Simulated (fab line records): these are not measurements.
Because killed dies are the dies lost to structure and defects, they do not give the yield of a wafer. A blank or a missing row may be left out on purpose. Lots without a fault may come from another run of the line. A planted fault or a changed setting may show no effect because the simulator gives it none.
Matching of chambers    flow n5-finfet    N5_SPACER0_ALD_00 on ald-sin-01: 4 sister chambers
The step deposits SiOCN, target thk 3.5 nm, pulse time 3 s, purge time 2 s. 4 wafers are shown with their chamber, then 7 later ones without.

WAFERS PAIRED WITH THEIR CHAMBERS
wafer   chamber  heater-power-w (W)
L080.3  2        862
L080.5  1        884
L081.1  3        825
L081.3  0        929

WAFERS WITH NO CHAMBER GIVEN
wafer   heater-power-w (W)
L081.6  927
L084.2  894
L084.4  932
L084.5  851
L093.3  849
L093.4  846
L093.6  949

WHICH CHAMBER EACH WENT THROUGH
wafer   from the rows above           in truth
L081.6  0                             0
L084.2  can't be placed: 1 or 2       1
L084.4  0                             0
L084.5  can't be placed: 2 or 3 or 1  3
L093.3  can't be placed: 2 or 3 or 1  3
L093.4  can't be placed: 2 or 3 or 1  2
L093.6  0                             0
3 of 7 placed correctly. Unplaceable from these rows: 4, with the true chamber sitting among the candidates in 4. Placed wrongly: 0.
How it was worked out, from the rows above alone: a wafer's distance from a chamber is the root of the sum, over the readings, of the square of ((its reading less the chamber's mean) divided by the reading's scatter). The wafer belongs to the nearest chamber; if the next one is less than 2 further off, it can't be placed. For every chamber, the mean is computed from those of its wafers that are shown. The scatter (one wafer shown for each chamber): square how far every hidden wafer sits from the nearest shown wafer, average those squares and take the square root.
